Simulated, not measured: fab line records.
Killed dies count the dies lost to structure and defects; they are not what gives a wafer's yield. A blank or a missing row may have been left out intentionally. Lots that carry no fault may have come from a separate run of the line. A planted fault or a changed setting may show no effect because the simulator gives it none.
Chamber matching | flow n5_finfet | N5_BEOL_M2_PRE_CLEAN_60 on cvd_co-01 has 3 sister chambers
The step time 15 s. 14 wafers are shown with their chamber, then 7 later ones without.

EACH WAFER AND ITS CHAMBER
wafer  | chamber | heater_power_w (W)
L595.2 | 0       | 110
L595.3 | 1       | 80
L595.5 | 0       | 106
L597.3 | 2       | 79
L597.5 | 1       | 81
L597.6 | 0       | 108
L599.2 | 0       | 108
L599.4 | 2       | 79
L599.6 | 1       | 80
L602.4 | 1       | 81
L602.5 | 0       | 108
L602.6 | 2       | 81
L603.2 | 1       | 81
L603.3 | 2       | 80

SIGNATURES, as means of the wafers listed above
reading        | chamber 0 | chamber 1 | chamber 2 | scatter within a chamber
heater_power_w | 108.00    | 80.60     | 79.75     | 1.04
Rule: for each reading, subtract the chamber's mean from the wafer's reading, divide by that reading's scatter and square the result; add these up over the readings and take the root, which gives the wafer's distance from the chamber. The wafer belongs to the nearest chamber; if the next one is less than 2 further off, it can't be placed. The scatter: the root of (the sum of the squares of (reading less its chamber's mean) over the shown wafers, divided by (wafers less chambers)).

WAFERS WITHOUT THEIR CHAMBER
wafer  | heater_power_w (W)
L603.5 | 78
L604.1 | 80
L604.4 | 80
L604.6 | 109
L613.1 | 109
L613.2 | 81
L613.4 | 82

THE CHAMBER EACH PASSED THROUGH
wafer  | from the rows above     | in truth
L603.5 | can't be placed: 2 or 1 | 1
L604.1 | can't be placed: 2 or 1 | 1
L604.4 | can't be placed: 2 or 1 | 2
L604.6 | 0                       | 0
L613.1 | 0                       | 0
L613.2 | can't be placed: 1 or 2 | 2
L613.4 | can't be placed: 1 or 2 | 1
2 of 7 placed correctly. Unplaceable from these rows: 5, with the true chamber sitting among the candidates in 5. 0 placed wrongly.
